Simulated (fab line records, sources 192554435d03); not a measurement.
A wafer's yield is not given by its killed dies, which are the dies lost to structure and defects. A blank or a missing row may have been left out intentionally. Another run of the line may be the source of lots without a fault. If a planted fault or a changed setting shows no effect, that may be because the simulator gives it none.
Matching of chambers || flow n5Finfet || N5_BEOL_M3_PECVD_72 on pecvd-02: 3 sister chambers
The step deposits SiO2 from TEOS/O2, target thk 16 nm, time 18 s. 20 wafers are shown with their chamber, then 10 later ones without.

## EACH WAFER AND ITS CHAMBER
{"wafer": "L074.3", "chamber": 2, "throttleValvePct (%)": 20.2, "heaterPowerW (W)": 803, "showerheadPlenumPTorr (Torr)": 8.79}
{"wafer": "L074.5", "chamber": 0, "throttleValvePct (%)": 21.6, "heaterPowerW (W)": 898, "showerheadPlenumPTorr (Torr)": 8.77}
{"wafer": "L074.6", "chamber": 1, "throttleValvePct (%)": 21.3, "heaterPowerW (W)": 489, "showerheadPlenumPTorr (Torr)": 8.84}
{"wafer": "L077.2", "chamber": 2, "throttleValvePct (%)": 20.7, "heaterPowerW (W)": 763, "showerheadPlenumPTorr (Torr)": 8.78}
{"wafer": "L077.3", "chamber": 1, "throttleValvePct (%)": 21.3, "heaterPowerW (W)": 554, "showerheadPlenumPTorr (Torr)": 8.85}
{"wafer": "L077.4", "chamber": 1, "throttleValvePct (%)": 21.2, "heaterPowerW (W)": 571, "showerheadPlenumPTorr (Torr)": 8.84}
{"wafer": "L079.1", "chamber": 1, "throttleValvePct (%)": 21.3, "heaterPowerW (W)": 481, "showerheadPlenumPTorr (Torr)": 8.84}
{"wafer": "L079.4", "chamber": 1, "throttleValvePct (%)": 21.4, "heaterPowerW (W)": 488, "showerheadPlenumPTorr (Torr)": 8.84}
{"wafer": "L079.6", "chamber": 0, "throttleValvePct (%)": 21.6, "heaterPowerW (W)": 739, "showerheadPlenumPTorr (Torr)": 8.81}
{"wafer": "L081.2", "chamber": 1, "throttleValvePct (%)": 21.4, "heaterPowerW (W)": 458, "showerheadPlenumPTorr (Torr)": 8.83}
{"wafer": "L081.4", "chamber": 2, "throttleValvePct (%)": 20.3, "heaterPowerW (W)": 765, "showerheadPlenumPTorr (Torr)": 8.81}
{"wafer": "L081.6", "chamber": 1, "throttleValvePct (%)": 21.0, "heaterPowerW (W)": 465, "showerheadPlenumPTorr (Torr)": 8.83}
{"wafer": "L082.2", "chamber": 0, "throttleValvePct (%)": 21.8, "heaterPowerW (W)": 903, "showerheadPlenumPTorr (Torr)": 8.81}
{"wafer": "L082.3", "chamber": 2, "throttleValvePct (%)": 20.3, "heaterPowerW (W)": 744, "showerheadPlenumPTorr (Torr)": 8.79}
{"wafer": "L082.6", "chamber": 0, "throttleValvePct (%)": 21.9, "heaterPowerW (W)": 936, "showerheadPlenumPTorr (Torr)": 8.79}
{"wafer": "L084.1", "chamber": 0, "throttleValvePct (%)": 21.5, "heaterPowerW (W)": 839, "showerheadPlenumPTorr (Torr)": 8.81}
{"wafer": "L084.2", "chamber": 1, "throttleValvePct (%)": 21.2, "heaterPowerW (W)": 552, "showerheadPlenumPTorr (Torr)": 8.84}
{"wafer": "L084.5", "chamber": 1, "throttleValvePct (%)": 21.3, "heaterPowerW (W)": 572, "showerheadPlenumPTorr (Torr)": 8.84}
{"wafer": "L085.4", "chamber": 0, "throttleValvePct (%)": 21.6, "heaterPowerW (W)": 924, "showerheadPlenumPTorr (Torr)": 8.80}
{"wafer": "L085.5", "chamber": 1, "throttleValvePct (%)": 21.3, "heaterPowerW (W)": 536, "showerheadPlenumPTorr (Torr)": 8.86}

SIGNATURES (means of the wafers above)
{"reading": "throttleValvePct", "chamber 0": 21.667, "chamber 1": 21.270, "chamber 2": 20.375, "scatter within a chamber": 0.15}
{"reading": "heaterPowerW", "chamber 0": 873.17, "chamber 1": 516.60, "chamber 2": 768.75, "scatter within a chamber": 52.6}
{"reading": "showerheadPlenumPTorr", "chamber 0": 8.7983, "chamber 1": 8.8410, "chamber 2": 8.7925, "scatter within a chamber": 0.012}
Rule: a wafer's distance from a chamber is the root of the sum, over the readings, of the square of ((its reading less the chamber's mean) divided by the reading's scatter). The wafer belongs to the nearest chamber; if the next one is less than 2 further off, it can't be placed. How the scatter is found: for the shown wafers, subtract from each reading the mean of its chamber, square and add these, divide the total by (wafers less chambers), then take the root.

## WAFERS WITH NO CHAMBER GIVEN
{"wafer": "L085.6", "throttleValvePct (%)": 20.5, "heaterPowerW (W)": 696, "showerheadPlenumPTorr (Torr)": 8.79}
{"wafer": "L090.2", "throttleValvePct (%)": 22.0, "heaterPowerW (W)": 783, "showerheadPlenumPTorr (Torr)": 8.78}
{"wafer": "L090.3", "throttleValvePct (%)": 20.7, "heaterPowerW (W)": 757, "showerheadPlenumPTorr (Torr)": 8.76}
{"wafer": "L090.5", "throttleValvePct (%)": 21.9, "heaterPowerW (W)": 803, "showerheadPlenumPTorr (Torr)": 8.79}
{"wafer": "L093.1", "throttleValvePct (%)": 20.6, "heaterPowerW (W)": 848, "showerheadPlenumPTorr (Torr)": 8.81}
{"wafer": "L093.4", "throttleValvePct (%)": 22.0, "heaterPowerW (W)": 803, "showerheadPlenumPTorr (Torr)": 8.79}
{"wafer": "L093.6", "throttleValvePct (%)": 21.0, "heaterPowerW (W)": 500, "showerheadPlenumPTorr (Torr)": 8.84}
{"wafer": "L096.2", "throttleValvePct (%)": 20.7, "heaterPowerW (W)": 816, "showerheadPlenumPTorr (Torr)": 8.80}
{"wafer": "L096.3", "throttleValvePct (%)": 22.2, "heaterPowerW (W)": 870, "showerheadPlenumPTorr (Torr)": 8.81}
{"wafer": "L096.5", "throttleValvePct (%)": 22.1, "heaterPowerW (W)": 883, "showerheadPlenumPTorr (Torr)": 8.79}

## CHAMBER TAKEN BY EACH
{"wafer": "L085.6", "from the rows above": 2, "in truth": 2}
{"wafer": "L090.2", "from the rows above": 0, "in truth": 0}
{"wafer": "L090.3", "from the rows above": 2, "in truth": 2}
{"wafer": "L090.5", "from the rows above": 0, "in truth": 0}
{"wafer": "L093.1", "from the rows above": 2, "in truth": 2}
{"wafer": "L093.4", "from the rows above": 0, "in truth": 0}
{"wafer": "L093.6", "from the rows above": 1, "in truth": 1}
{"wafer": "L096.2", "from the rows above": 2, "in truth": 2}
{"wafer": "L096.3", "from the rows above": 0, "in truth": 0}
{"wafer": "L096.5", "from the rows above": 0, "in truth": 0}
10 of 10 placed correctly. Can't be placed from these rows: 0. Wrongly placed: 0.
